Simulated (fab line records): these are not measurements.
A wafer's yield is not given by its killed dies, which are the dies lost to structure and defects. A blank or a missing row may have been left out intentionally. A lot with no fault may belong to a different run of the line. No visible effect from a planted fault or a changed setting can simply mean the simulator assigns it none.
Chamber matching / flow nandHarc / aldMetal-04 running NHARC_A_BLC_ALD_23: 4 sister chambers
The step deposits TiN, target thk 3 nm, pulse time 1 s, ald cycles 150. 4 wafers are shown with their chamber, then 9 later ones without.

== WAFERS, EACH WITH ITS CHAMBER ==
wafer=L088.2; chamber=2; heaterPowerW (W)=1239
wafer=L088.4; chamber=1; heaterPowerW (W)=1175
wafer=L088.5; chamber=3; heaterPowerW (W)=927
wafer=L088.6; chamber=0; heaterPowerW (W)=921

== WAFERS WITHOUT THEIR CHAMBER ==
wafer=L094.4; heaterPowerW (W)=1247
wafer=L094.5; heaterPowerW (W)=953
wafer=L094.6; heaterPowerW (W)=915
wafer=L096.1; heaterPowerW (W)=1233
wafer=L096.4; heaterPowerW (W)=916
wafer=L096.5; heaterPowerW (W)=1210
wafer=L097.1; heaterPowerW (W)=1198
wafer=L097.3; heaterPowerW (W)=1234
wafer=L097.5; heaterPowerW (W)=1220

== THE CHAMBER EACH PASSED THROUGH ==
wafer=L094.4; from the rows above=2; in truth=2
wafer=L094.5; from the rows above=can't be placed: 3 or 0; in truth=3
wafer=L094.6; from the rows above=can't be placed: 0 or 3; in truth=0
wafer=L096.1; from the rows above=2; in truth=2
wafer=L096.4; from the rows above=can't be placed: 0 or 3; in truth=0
wafer=L096.5; from the rows above=can't be placed: 2 or 1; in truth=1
wafer=L097.1; from the rows above=can't be placed: 1 or 2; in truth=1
wafer=L097.3; from the rows above=2; in truth=2
wafer=L097.5; from the rows above=can't be placed: 2 or 1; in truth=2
Correct placement for 3 of the 9. From these rows, 6 cannot be placed; in 6 the true chamber is one of the candidates. Number placed wrongly: 0.
How it was worked out, from the rows above alone: a wafer's distance from a chamber is the root of the sum, over the readings, of the square of ((its reading less the chamber's mean) divided by the reading's scatter). If the next closest chamber is less than 2 further off than the closest, the wafer can't be placed; otherwise it belongs to the closest. Each chamber's mean is taken over the wafers shown for it. The scatter: with one shown wafer a chamber, the root of the mean of the squares of how far each hidden wafer lies from its nearest shown one.
